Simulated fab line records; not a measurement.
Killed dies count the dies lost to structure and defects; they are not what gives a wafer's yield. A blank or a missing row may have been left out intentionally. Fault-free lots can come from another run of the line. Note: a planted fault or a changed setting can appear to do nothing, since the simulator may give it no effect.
Chamber matching | flow n5 finfet | N5_BEOL_M0_SAQP_HM_DEP_111 on pecvd-01: 3 sister chambers
The step deposits SiO2 from SiH4/N2O, target thk 12 nm, time 7.2 s. 16 wafers are shown with their chamber, then 8 later ones without.

WAFERS, EACH WITH ITS CHAMBER
wafer  | chamber | showerhead plenum p Torr (Torr) | heater power w (W) | susceptor temp C (C)
L075.2 | 1       | 8.22                            | 909                | 399.85
L075.5 | 1       | 8.21                            | 914                | 400.33
L075.6 | 0       | 8.35                            | 767                | 399.80
L076.1 | 1       | 8.23                            | 916                | 400.13
L076.4 | 0       | 8.34                            | 830                | 399.61
L076.6 | 2       | 8.43                            | 815                | 400.41
L083.2 | 0       | 8.34                            | 819                | 399.86
L083.5 | 0       | 8.35                            | 837                | 400.10
L083.6 | 2       | 8.44                            | 772                | 400.42
L084.1 | 0       | 8.36                            | 778                | 400.02
L084.3 | 2       | 8.45                            | 779                | 399.93
L084.4 | 1       | 8.21                            | 902                | 400.05
L087.1 | 0       | 8.34                            | 818                | 399.91
L087.4 | 1       | 8.25                            | 962                | 399.69
L087.5 | 0       | 8.36                            | 822                | 400.36
L091.2 | 0       | 8.37                            | 843                | 400.03

SIGNATURES (means of the wafers above)
reading                  | chamber 0 | chamber 1 | chamber 2 | scatter within a chamber
showerhead plenum p Torr | 8.3513    | 8.2240    | 8.4400    | 0.013
heater power w           | 814.25    | 920.60    | 788.67    | 25.7
susceptor temp C         | 399.9613  | 400.0100  | 400.2533  | 0.241
Rule: for each reading, subtract the chamber's mean from the wafer's reading, divide by that reading's scatter and square the result; add these up over the readings and take the root, which gives the wafer's distance from the chamber. If the next closest chamber is less than 2 further off than the closest, the wafer can't be placed; otherwise it belongs to the closest. The scatter is the square root of a quotient: the sum, over the shown wafers, of each reading's squared deviation from its chamber's mean, divided by wafers minus chambers.

WAFERS MISSING THEIR CHAMBER
wafer  | showerhead plenum p Torr (Torr) | heater power w (W) | susceptor temp C (C)
L091.3 | 8.44                            | 705                | 399.80
L091.6 | 8.23                            | 928                | 400.04
L092.2 | 8.34                            | 854                | 399.90
L092.3 | 8.26                            | 925                | 399.95
L092.4 | 8.36                            | 848                | 400.13
L094.2 | 8.34                            | 835                | 400.28
L094.3 | 8.22                            | 896                | 399.69
L094.5 | 8.35                            | 824                | 400.06

THE CHAMBER EACH PASSED THROUGH
wafer  | from the rows above | in truth
L091.3 | 2                   | 2
L091.6 | 1                   | 1
L092.2 | 0                   | 0
L092.3 | 1                   | 1
L092.4 | 0                   | 0
L094.2 | 0                   | 0
L094.3 | 1                   | 1
L094.5 | 0                   | 0
Placed correctly: 8 of 8. Not placeable from these rows: 0. Number placed wrongly: 0.
